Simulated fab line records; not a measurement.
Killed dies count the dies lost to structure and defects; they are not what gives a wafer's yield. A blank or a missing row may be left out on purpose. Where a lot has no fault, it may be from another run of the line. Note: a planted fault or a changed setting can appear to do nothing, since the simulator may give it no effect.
fab line records | flow nand_harc
record: lots: 6 | wafers: 18 | last_day: 32
route steps=1302 shown A_M0@1148 END@1302
lots untouched by any fault: they come from a run of this same line in which no faults occurred
start_h: the number of hours between the record's first day and the start of the first shown wafer of the lot | wait_h: hours elapsed since this lot's preceding step | " same as the row above | L1.1+2: several wafers, shown together as one row | - no value, or no start given | * or withheld: withheld | < > ~ a bound
route shown NAME@n: a module of which the file shows steps, and the number in the route of the first | usual: mean/standard deviation taken from wafers without a fault | same: alike in all rows | chamber/n: place in a boat | sites: readings site by site | _std_site: how widely they spread, as a standard deviation | _edge_site: mean of outer sites minus mean of inner sites | radius_mm: how far each site lies from the wafer's centre | mask NAME#n: copy n | behind: the most recent tool/chamber to have shaped the wafer | hold: the reason the lot was held/the length of the hold in hours/how it ended | device: whichever transistor did not switch (one of n, p or np) | end of line: the same wafers' tests at the end of the route | for a step that has no rows: nothing shown but its recipe | killed: count of dies lost to structure and defects at first sort (not the wafer's yield) | map: a wafer's dies, x killed, . not, _ none there
set.NAME: the setting the step ran with; set.NAME@STEP: the setting that earlier step ran with | model.NAME: the simulator's own value behind a step, which no gauge read
a table for each step, a row for each wafer; lots at some steps of the route
services: a tool's chamber out of use, with start hour (start_h, from the record's first day; less than 0 if before it), hours out, and reason
== steps ==
step: NHARC_A_M0_OVL_MEAS_10
recipe: pitch_nm: 160
usual: overlay_x_nm: -0.1/0.97 | overlay_y_nm: 0.0/0.86
lot.wafer | tool       | chamber | start_h | wait_h | overlay_x_nm | overlay_y_nm
L999.1    | overlay-01 | -       | 531.69  | -      | -0.7         | 1.1
L999.2    | "          | -       | "       | "      | -0.6         | 0.3
L999.3    | "          | -       | "       | "      | -0.9         | 1.3
L107.2    | overlay-01 | -       | 644.45  | -      | -1.7         | -0.7
L107.4    | "          | -       | "       | "      | -1.3         | -0.3
L107.5    | "          | -       | "       | "      | -1.7         | -0.6
L108.2    | overlay-02 | -       | 645.79  | -      | -1.1         | 0.4
L108.3    | "          | -       | "       | "      | -1.4         | 0.3
L108.5    | "          | -       | "       | "      | -1.6         | -0.3
L112.3    | overlay-02 | -       | 693.51  | -      | -2.7         | 1.3
L112.5    | "          | -       | "       | "      | -2.3         | 1.5
L112.6    | "          | -       | "       | "      | -2.8         | 1.0
L115.1    | overlay-01 | -       | 707.74  | -      | 1.3          | 0.3
L115.4    | "          | -       | "       | "      | 1.4          | 0.4
L115.6    | "          | -       | "       | "      | 0.4          | 0.8
L117.1    | overlay-02 | -       | 726.68  | -      | 0.0          | 0.1
L117.4    | "          | -       | "       | "      | -0.2         | 0.3
L117.6    | "          | -       | "       | "      | 0.2          | 0.1
step: NHARC_A_M0_INSPECT_11
usual: raw_defect_count: 74/37
lot.wafer | tool              | chamber | start_h | wait_h | raw_defect_count
L999.1    | defect_inspect-01 | -       | 531.73  | 0.0    | 127
L999.2    | "                 | -       | "       | "      | 124
L999.3    | "                 | -       | "       | "      | 125
L107.2    | defect_inspect-02 | -       | 644.49  | 0.0    | 73
L107.4    | "                 | -       | "       | "      | 79
L107.5    | "                 | -       | "       | "      | 72
L108.2    | defect_inspect-02 | -       | 645.83  | 0.0    | 21
L108.3    | "                 | -       | "       | "      | 16
L108.5    | "                 | -       | "       | "      | 14
L112.3    | defect_inspect-02 | -       | 693.55  | 0.0    | 61
L112.5    | "                 | -       | "       | "      | 68
L112.6    | "                 | -       | "       | "      | 72
L115.1    | defect_inspect-02 | -       | 707.78  | 0.0    | 34
L115.4    | "                 | -       | "       | "      | 35
L115.6    | "                 | -       | "       | "      | 37
L117.1    | defect_inspect-01 | -       | 726.71  | 0.0    | 34
L117.4    | "                 | -       | "       | "      | 49
L117.6    | "                 | -       | "       | "      | 40
step: NHARC_A_M0_DESCUM_14
recipe: time_s: 3 | o2_flow_sccm: 200 | ar_flow_sccm: 0 | bias_power_w: 0 | chemistry: O2
step: NHARC_A_M0_ETCH_34
recipe: target_depth_a: 400 | overetch_a: 120 | time_s: 43.94 | ion_energy_ev: 200 | n2_flow_sccm: 150 | h2_flow_sccm: 150 | ar_flow_sccm: 0 | rf_w: 400 | bias_w: 150 | chemistry: N2/H2
step: NHARC_A_M0_ETCH_15
recipe: target_depth_a: 1500 | overetch_a: 150 | time_s: 82.5 | c4f8_flow_sccm: withheld | ar_flow_sccm: 400 | rf_w: 600 | bias_w: 300 | chemistry: C4F8/Ar
usual: oes_product_au: 0.956/0.02 | rf_vpp_V: 440.9/2.1
lot.wafer | tool        | chamber | start_h | wait_h | oes_product_au | rf_hours_counter_h | rf_vpp_V
L999.1    | rie_diel-09 | 3       | -       | -      | 0.977          | 1.8                | 440.4
L999.2    | "           | 0       | "       | "      | 0.961          | 1.6                | 442.1
L999.3    | "           | 1       | "       | "      | 0.934          | 1.9                | 440.4
L107.4    | rie_diel-05 | 2       | -       | -      | 0.963          | 2.4                | 437.9
L107.2    | "           | 3       | "       | "      | 0.946          | 2.5                | 441.0
L107.5    | "           | 0       | "       | "      | 0.928          | -                  | 442.7
L108.3    | rie_diel-11 | 1       | -       | -      | 0.960          | 1.6                | 445.1
L108.2    | "           | 2       | "       | "      | 0.949          | 1.5                | 441.1
L108.5    | "           | 0       | "       | "      | 0.972          | -                  | 442.1
L112.3    | rie_diel-09 | 2       | -       | -      | 0.971          | 0.3                | 441.7
L112.6    | "           | 1       | "       | "      | 0.959          | -                  | 439.5
L112.5    | "           | 2       | "       | "      | 0.976          | -                  | 441.8
L115.1    | rie_diel-09 | 1       | -       | -      | 0.913          | 0.7                | 439.7
L115.6    | "           | 3       | "       | "      | 0.924          | -                  | 440.4
L115.4    | "           | 0       | "       | "      | 0.933          | -                  | 443.7
L117.1    | rie_diel-09 | 2       | -       | -      | 0.977          | 1.2                | 441.3
L117.4    | "           | 3       | "       | "      | 0.983          | 1.4                | 439.4
L117.6    | "           | 2       | "       | "      | 0.983          | -                  | 442.5
step: NHARC_A_M0_CD_MEAS_16
usual: cd_nm: 79.6/0.85
lot.wafer | tool      | chamber | start_h | wait_h | cd_nm
L999.1    | cd_sem-02 | -       | 532.09  | -      | 80.6
L999.2    | "         | -       | "       | "      | 79.7
L999.3    | "         | -       | "       | "      | 80.9
L107.2    | cd_sem-03 | -       | 644.85  | -      | 81.3
L107.4    | "         | -       | "       | "      | 79.7
L107.5    | "         | -       | "       | "      | 80.9
L108.2    | cd_sem-01 | -       | 646.25  | -      | 79.4
L108.3    | "         | -       | "       | "      | 79.5
L108.5    | "         | -       | "       | "      | 78.3
L112.3    | cd_sem-01 | -       | 693.91  | -      | 81.2
L112.5    | "         | -       | "       | "      | 78.4
L112.6    | "         | -       | "       | "      | 78.7
L115.1    | cd_sem-01 | -       | 708.18  | -      | 80.0
L115.4    | "         | -       | "       | "      | 78.2
L115.6    | "         | -       | "       | "      | 79.3
L117.1    | cd_sem-03 | -       | 727.07  | -      | 78.4
L117.4    | "         | -       | "       | "      | 79.1
L117.6    | "         | -       | "       | "      | 77.8
step: NHARC_A_M0_STRIP_18
recipe: power_w: 1000 | n2_flow_sccm: 150 | h2_flow_sccm: 150 | ar_flow_sccm: 0 | bias_w: 0 | chemistry: N2/H2
step: NHARC_A_M0_STRIP_19
recipe: time_s: 600 | temp_c: 30 | chemistry: post_etch_residue_remover
step: NHARC_A_M0_DEGAS_28
recipe: temp_c: 250 | time_s: 60
step: NHARC_A_M0_PRE_CLEAN_29
recipe: time_s: 30 | temp_c: 280 | gas: H2/He
usual: heater_power_w: 404/36
lot.wafer | tool           | chamber | start_h | wait_h | heater_power_w
L999.3    | pvd_sputter-01 | -       | -       | -      | 418
L999.2    | "              | -       | "       | "      | 343
L999.1    | "              | -       | "       | "      | 355
L107.4    | pvd_sputter-03 | -       | -       | -      | 403
L107.2    | "              | -       | "       | "      | 443
L107.5    | "              | -       | "       | "      | 410
L108.2    | pvd_sputter-01 | -       | -       | -      | 358
L108.3    | "              | -       | "       | "      | 455
L108.5    | "              | -       | "       | "      | 414
L112.3    | pvd_sputter-03 | -       | -       | -      | 442
L112.5    | "              | -       | "       | "      | 411
L112.6    | "              | -       | "       | "      | 368
L115.1    | pvd_sputter-02 | -       | -       | -      | 404
L115.4    | "              | -       | "       | "      | 436
L115.6    | "              | -       | "       | "      | 449
L117.4    | pvd_sputter-03 | -       | -       | -      | 396
L117.1    | "              | -       | "       | "      | 412
L117.6    | "              | -       | "       | "      | 451
step: NHARC_A_M0_PVD_20
recipe: target_thk_a: 50 | bias_v: 168.6 | power_w: 15000 | chamber_pressure_pa: 0.12 | time_s: 8.06 | substrate_temp_c: 50 | material: TaN
usual: throttle_valve_pct: 30.1/0.83
lot.wafer | tool           | chamber | start_h | wait_h | throttle_valve_pct
L999.2    | pvd_sputter-01 | -       | -       | -      | 31.3
L999.3    | "              | -       | "       | "      | 28.9
L999.1    | "              | -       | "       | "      | 31.4
L107.4    | pvd_sputter-03 | -       | -       | -      | 30.7
L107.2    | "              | -       | "       | "      | 29.0
L107.5    | "              | -       | "       | "      | 30.7
L108.3    | pvd_sputter-01 | -       | -       | -      | 29.6
L108.2    | "              | -       | "       | "      | 29.8
L108.5    | "              | -       | "       | "      | 30.7
L112.3    | pvd_sputter-03 | -       | -       | -      | 30.9
L112.6    | "              | -       | "       | "      | 30.9
L112.5    | "              | -       | "       | "      | 28.9
L115.1    | pvd_sputter-02 | -       | -       | -      | 30.9
L115.4    | "              | -       | "       | "      | 30.7
L115.6    | "              | -       | "       | "      | 28.9
L117.1    | pvd_sputter-03 | -       | -       | -      | 30.6
L117.4    | "              | -       | "       | "      | 30.4
L117.6    | "              | -       | "       | "      | 31.0
step: NHARC_A_M0_PVD_21
recipe: target_thk_a: 300 | chamber_pressure_pa: 5 | power_w: 5000 | substrate_temp_c: 30 | time_s: 20.49 | material: Cu
usual: throttle_valve_pct: 30.1/0.79
lot.wafer | tool           | chamber | start_h | wait_h | throttle_valve_pct
L999.3    | pvd_sputter-01 | -       | -       | -      | 30.9
L999.1    | "              | -       | "       | "      | 29.1
L999.2    | "              | -       | "       | "      | 29.4
L107.4    | pvd_sputter-03 | -       | -       | -      | 28.8
L107.2    | "              | -       | "       | "      | 30.8
L107.5    | "              | -       | "       | "      | 30.9
L108.2    | pvd_sputter-01 | -       | -       | -      | 30.9
L108.3    | "              | -       | "       | "      | 29.3
L108.5    | "              | -       | "       | "      | 29.6
L112.3    | pvd_sputter-03 | -       | -       | -      | 29.2
L112.5    | "              | -       | "       | "      | 30.8
L112.6    | "              | -       | "       | "      | 28.8
L115.1    | pvd_sputter-02 | -       | -       | -      | 28.8
L115.4    | "              | -       | "       | "      | 30.9
L115.6    | "              | -       | "       | "      | 28.5
L117.1    | pvd_sputter-03 | -       | -       | -      | 30.7
L117.4    | "              | -       | "       | "      | 29.2
L117.6    | "              | -       | "       | "      | 30.3
step: NHARC_A_M0_ECD_22
recipe: target_thk_a: 4000 | bath_temp_c: 25 | material: Cu
lot.wafer  | tool      | chamber | start_h | wait_h
L999.1+2+3 | ecd_cu-02 | 0,1,1   | 533.27  | -
L107.2+4+5 | ecd_cu-01 | 0,0,1   | 645.88  | -
L108.2+3+5 | ecd_cu-01 | 1,0,0   | 647.24  | -
L112.3+6+5 | ecd_cu-02 | 0,1,0   | 695.14  | -
L115.1+4+6 | ecd_cu-02 | 0,1,1   | 709.27  | -
L117.1+4+6 | ecd_cu-01 | 0       | 728.05  | -
step: NHARC_A_M0_ANNEAL_30
recipe: temp_c: 225 | time_s: 90
usual: anneal_temp_c: 224.98/0.18 | wafer_temp_C_max: 226.22/0.28
lot.wafer | tool          | chamber | start_h | wait_h | anneal_temp_c | wafer_temp_C_max
L999.1    | rtp_anneal-01 | 0       | 533.64  | -      | 225.12        | 226.01
L999.2    | "             | 0       | "       | "      | 224.94        | 225.95
L999.3    | "             | 0       | "       | "      | 225.10        | 226.48
L107.2    | rtp_anneal-01 | 0       | 646.25  | -      | 225.12        | 226.28
L107.4    | "             | 0       | "       | "      | 225.05        | 225.88
L107.5    | "             | 0       | "       | "      | 225.15        | 226.03
L108.2    | rtp_anneal-02 | 0       | 647.66  | -      | 224.67        | 226.08
L108.3    | "             | 0       | "       | "      | 225.02        | 226.34
L108.5    | "             | 0       | "       | "      | 224.94        | 226.09
L112.3    | rtp_anneal-01 | 0       | 695.47  | 0.3    | 225.04        | 226.43
L112.5    | "             | 0       | "       | "      | 225.14        | 226.26
L112.6    | "             | 0       | "       | "      | 225.20        | 225.83
L115.1    | rtp_anneal-02 | 0       | 709.59  | -      | 225.15        | 226.19
L115.4    | "             | 0       | "       | "      | 225.22        | 225.67
L115.6    | "             | 0       | "       | "      | 225.10        | 226.31
L117.1    | rtp_anneal-01 | 0       | 728.43  | 0.3    | 224.84        | 226.44
L117.4    | "             | 0       | "       | "      | 224.84        | 226.44
L117.6    | "             | 0       | "       | "      | 224.83        | 226.25
step: NHARC_A_M0_CMP_23
recipe: t_overpolish_s: 20 | target_thk_nm: 113.75
usual: motor_current_A: 12.2/1.2 | retaining_ring_pressure_frac: 1.000/0.005 | time_to_endpoint_s: 27.5/2.7
same: t_overpolish_s: 20
lot.wafer | tool   | chamber | start_h | wait_h | motor_current_A | retaining_ring_pressure_frac | time_to_endpoint_s
L999.2    | cmp-03 | 3       | 533.99  | -      | 11.7            | 1.004                        | 27.8
L999.3    | "      | 0       | "       | "      | 11.6            | 0.999                        | 26.3
L999.1    | "      | 2       | "       | "      | 14.9            | 0.992                        | 25.8
L107.4    | cmp-03 | 2       | 646.55  | -      | 15.2            | 0.996                        | 41.0
L107.2    | "      | 1       | "       | "      | 11.3            | 1.007                        | 41.2
L107.5    | "      | 3       | "       | "      | 11.4            | 1.003                        | 24.3
L108.3    | cmp-01 | 2       | 647.99  | -      | 13.4            | 0.998                        | 44.2
L108.2    | "      | 0       | "       | "      | 12.6            | 0.986                        | 28.8
L108.5    | "      | 2       | "       | "      | 13.6            | 1.006                        | 45.0
L112.3    | cmp-03 | 3       | 695.79  | -      | 12.2            | 1.003                        | 25.2
L112.6    | "      | 0       | "       | "      | 12.2            | 1.003                        | 25.5
L112.5    | "      | 1       | "       | "      | 11.3            | 0.999                        | 24.8
L115.4    | cmp-01 | 2       | 709.93  | -      | 13.2            | 0.997                        | 26.5
L115.1    | "      | 1       | "       | "      | 11.6            | 0.995                        | 25.1
L115.6    | "      | 3       | "       | "      | 11.8            | 1.008                        | 33.1
L117.4    | cmp-02 | 2       | 728.78  | -      | 12.8            | 1.004                        | 32.6
L117.1    | "      | 3       | "       | "      | 11.2            | 1.003                        | 32.9
L117.6    | "      | 2       | "       | "      | 12.1            | 1.001                        | 31.1
step: NHARC_A_M0_THK_MEAS_24
recipe: thk_meas_gauge: xrf
usual: thk_nm: 113.4/1.3
lot.wafer | tool          | chamber | start_h | wait_h | thk_nm
L999.1    | film_metro-01 | -       | 534.30  | -      | 113.3
L999.2    | "             | -       | "       | "      | 113.1
L999.3    | "             | -       | "       | "      | 112.7
L107.2    | film_metro-02 | -       | 646.86  | -      | 113.0
L107.4    | "             | -       | "       | "      | 112.5
L107.5    | "             | -       | "       | "      | 111.1
L108.2    | film_metro-02 | -       | 648.27  | -      | 112.4
L108.3    | "             | -       | "       | "      | 112.7
L108.5    | "             | -       | "       | "      | 113.8
L112.3    | film_metro-02 | -       | 696.02  | -      | 113.5
L112.5    | "             | -       | "       | "      | 113.2
L112.6    | "             | -       | "       | "      | 112.9
L115.1    | film_metro-01 | -       | 710.25  | -      | 112.5
L115.4    | "             | -       | "       | "      | 113.7
L115.6    | "             | -       | "       | "      | 115.5
L117.1    | film_metro-01 | -       | 729.09  | -      | 114.4
L117.4    | "             | -       | "       | "      | 113.9
L117.6    | "             | -       | "       | "      | 115.4
step: NHARC_END_SORT_01
recipe: temp_c: 25
usual: defect_limited_yield: 91/3.2 | killed_at_array: 53/21 | killed_at_other: 0.8/1.1 | killed_at_periphery: 4.2/2.7 | killed_dies: 58/22 | killed_open: 3.4/1.9 | killed_short: 2.5/1.6 | sort_bin_2_pct: 3.1/1.4 | sort_bin_3_pct: 0.6/0.43 | sort_bin_4_pct: 4.9/1.7 | sort_n_pass: 619/22 | sort_rim_yield_pct: 96.9/1.8 | sort_yield_pct: 91/3.2
same: gross_dies: 677 | sort_bin_5_pct[%]: 0 | sort_bin_6_pct[%]: 0 | sort_bin_7_pct[%]: 0 | sort_bin_8_pct[%]: 0 | sort_rim_n_gross: 106.00
lot.wafer | tool      | chamber | start_h | wait_h | defect_limited_yield[%] | killed_at_array | killed_at_other | killed_at_periphery | killed_dies | killed_open | killed_short | sort_bin_2_pct[%] | sort_bin_3_pct[%] | sort_bin_4_pct[%] | sort_n_pass | sort_rim_yield_pct[%] | sort_yield_pct[%]
L108.2    | prober-01 | 0       | 685.85  | 2.8    | 96                      | 21              | 0               | 4                   | 25          | 5           | 2            | 1.0               | 0.3               | 2.4               | 652         | 98.1                  | 96
L108.3    | prober-01 | 0       | 686.64  | 3.1    | 97                      | 17              | 0               | 1                   | 18          | 2           | 2            | 0.9               | 0.1               | 1.6               | 659         | 99.1                  | 97
L108.5    | prober-01 | 0       | 688.23  | 3.7    | 96                      | 19              | 1               | 4                   | 24          | 7           | 1            | 1.0               | 0                 | 2.5               | 653         | 98.1                  | 96
killed by level:class
L108.2 A_CHANNEL_HOLE_D1:chamber_film_flake=7 A_SLIT:chamber_film_flake=3 A_DECK1_JOINT:chamber_film_flake=2 A_CHANNEL_FILL_D2:chamber_film_flake=2 P_CONTACT:geometric_particle:short=1 P_M0:geometric_particle:open=1 A_CHANNEL_FILL_D1:geometric_particle:open=1 A_SGD_CUT:geometric_particle:short=1
L108.3 A_CHANNEL_HOLE_D1:chamber_film_flake=6 A_DECK1_JOINT:chamber_film_flake=3 A_CONTACT:chamber_film_flake=2 P_GATE:geometric_particle:open=1 A_ONON_D1:geometric_particle:short=1 A_DECK1_JOINT:geometric_particle:short=1 A_M0:geometric_particle:open=1 A_CHANNEL_HOLE_D2:chamber_film_flake=1
L108.5 A_CHANNEL_HOLE_D1:chamber_film_flake=6 A_DECK1_JOINT:geometric_particle:open=2 A_WL_FILL:geometric_particle:open=2 A_M0:geometric_particle:open=2 P_STI:chamber_film_flake=2 P_GATE:geometric_particle:open=1 A_WL_FILL:geometric_particle:short=1 P_M2:chamber_film_flake=1
== services ==
tool           | chamber | start_h | hours | kind
ecd_cu-01      | -       | 512.37  | 8.0   | pm
pvd_sputter-03 | -       | 526.04  | 10.0  | pm
cmp-03         | -       | 554.12  | 4.0   | pm
cmp-01         | -       | 579.45  | 4.0   | pm
rie_diel-09    | 3       | 580.02  | 9.2   | repair
cmp-03         | -       | 587.84  | 7.6   | repair
ecd_cu-02      | -       | 596.00  | 8.0   | pm
cmp-01         | -       | 597.02  | 3.1   | repair
pvd_sputter-01 | -       | 597.35  | 10.0  | pm
rie_diel-09    | 3       | 607.23  | 8.0   | repair
ecd_cu-01      | -       | 621.14  | 1.8   | repair
rie_diel-09    | 1       | 622.14  | 5.5   | repair
pvd_sputter-02 | -       | 638.00  | 10.0  | pm
ecd_cu-02      | -       | 649.09  | 2.2   | repair
cmp-03         | -       | 652.12  | 4.0   | pm
pvd_sputter-02 | -       | 653.27  | 3.6   | repair
rie_diel-09    | -       | 674.10  | 9.0   | pm
cmp-01         | -       | 677.45  | 4.0   | pm
pvd_sputter-02 | -       | 684.50  | 5.0   | repair
ecd_cu-01      | -       | 688.37  | 8.0   | pm
pvd_sputter-03 | -       | 704.04  | 10.0  | pm
rie_diel-09    | 2       | 705.82  | 6.6   | repair
cmp-03         | -       | 706.42  | 1.7   | repair
cmp-03         | -       | 710.65  | 4.7   | repair
== key ==
first_sign: step: NHARC_A_M0_CMP_23 | reading: time_to_endpoint_s | direction: up | sigmas: 5.7 | usual: * | struck: *
effect none on later readings
met_at NHARC_A_M0_ECD_22
struck_wafers L107.2,L107.4,L108.3,L108.5
fault: kind: process_parameter_drift | tool: ecd_cu-01 | chamber: 0 | onset_h: 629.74 | steps: NHARC_A_M0_ECD_22 | channel: target_thk_a | offset: * | shape: step | end_h: 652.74 | acts_in: * | stated: *
